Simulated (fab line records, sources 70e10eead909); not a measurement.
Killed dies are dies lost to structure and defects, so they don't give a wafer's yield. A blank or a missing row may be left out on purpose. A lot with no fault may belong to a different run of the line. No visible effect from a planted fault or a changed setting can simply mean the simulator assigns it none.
The tool behind it: which one? / flow nandHarc / 6 lots with 17 wafers sampled at 6 steps, on a route of 1159 steps

== WHAT THE GAUGES READ, wafer by wafer ==
NHARC_END_SORT_01.
lot=L990; measured=day 20 11:52; on=prober-02; defectLimitedYield (%)=97.8 98.4 98.1

== TOOL THAT RAN EACH LOT (tool first, then ch and the chambers of the sampled wafers, then the start) ==
lot=L989; NHARC_P_M0_PRE_CLEAN_31=pecvd-03 ch 0,1, day 6 17:24; NHARC_P_M1_STRIP_18=rieDiel-13 ch 0,1, day 6 19:14; NHARC_P_M1_ECD_22=ecdCu-01 ch 0,1, day 6 20:14; NHARC_P_M1_CMP_23=cmp-03 ch 0,2,3, day 6 21:01; NHARC_P_M1_PRE_CLEAN_32=pecvd-03 ch 0,1,2, day 6 21:29
lot=L990; NHARC_P_M0_PRE_CLEAN_31=pecvd-02 ch 0,1,2, day 6 23:59; NHARC_P_M1_STRIP_18=rieDiel-13 ch 0,1,3, day 7 01:49; NHARC_P_M1_ECD_22=ecdCu-01 ch 0,1, day 7 02:50; NHARC_P_M1_CMP_23=cmp-02 ch 0,3, day 7 03:31; NHARC_P_M1_PRE_CLEAN_32=pecvd-03 ch 0,1, day 7 04:05
lot=L992; NHARC_P_M0_PRE_CLEAN_31=pecvd-02 ch 0,1,2, day 7 01:40; NHARC_P_M1_STRIP_18=rieDiel-13 ch 0,1,2, day 7 03:29; NHARC_P_M1_ECD_22=ecdCu-02 ch 0,1, day 7 04:29; NHARC_P_M1_CMP_23=cmp-03 ch 1,2, day 7 05:11; NHARC_P_M1_PRE_CLEAN_32=pecvd-02 ch 0,1,2, day 7 05:42
lot=L994; NHARC_P_M0_PRE_CLEAN_31=pecvd-02 ch 0,1, day 8 02:18; NHARC_P_M1_STRIP_18=rieDiel-04 ch 0,2,3, day 8 04:22; NHARC_P_M1_ECD_22=ecdCu-01 ch 0,1, day 8 05:20; NHARC_P_M1_CMP_23=cmp-03 ch 0,1,3, day 8 06:07; NHARC_P_M1_PRE_CLEAN_32=pecvd-01 ch 1,2, day 8 06:35
lot=L996; NHARC_P_M0_PRE_CLEAN_31=pecvd-02 ch 0, day 8 09:35; NHARC_P_M1_STRIP_18=rieDiel-04 ch 1, day 8 11:41; NHARC_P_M1_ECD_22=ecdCu-01 ch 0,1, day 8 12:42; NHARC_P_M1_CMP_23=cmp-03 ch 3, day 8 13:22; NHARC_P_M1_PRE_CLEAN_32=pecvd-02 ch 0, day 8 13:56
lot=L106; NHARC_P_M0_PRE_CLEAN_31=pecvd-02 ch 0,1, day 11 00:47; NHARC_P_M1_STRIP_18=rieDiel-13 ch 0,2, day 11 02:39; NHARC_P_M1_ECD_22=ecdCu-02 ch 0,1, day 11 03:43; NHARC_P_M1_CMP_23=cmp-02 ch 0,2,3, day 11 04:28; NHARC_P_M1_PRE_CLEAN_32=pecvd-02 ch 0,1,2, day 11 04:58
- NHARC_P_M0_PRE_CLEAN_31: time 12 s.
- NHARC_P_M1_STRIP_18: strips in N2/H2.
- NHARC_P_M1_ECD_22: material Cu, target thk 400 nm.
- NHARC_P_M1_CMP_23: polishes, t overpolish 20 s, target thk 157.82 nm.
- NHARC_P_M1_PRE_CLEAN_32: time 12 s.

== THE ANSWER, worked out from the rows above alone ==
Rule: usual is defined by the lots themselves. Put in order of their means at a reading, lots are off if they are a third of the lots or fewer, leave a main group of 4 or more, and stand apart from it by a gap of 3 or more times the standard deviation of the main group's means; of several such gaps the widest counts. A main group whose means are all the same, to the digits that the tables above print for the reading, isn't used. A lot without any number at a reading at which 4 lots or more have one is off too. Any other lot the step has rows for is counted as sound.
No lot is off at any reading shown: from this, nothing can be told.

== WHAT THE SIMULATOR HAD PUT IN ==
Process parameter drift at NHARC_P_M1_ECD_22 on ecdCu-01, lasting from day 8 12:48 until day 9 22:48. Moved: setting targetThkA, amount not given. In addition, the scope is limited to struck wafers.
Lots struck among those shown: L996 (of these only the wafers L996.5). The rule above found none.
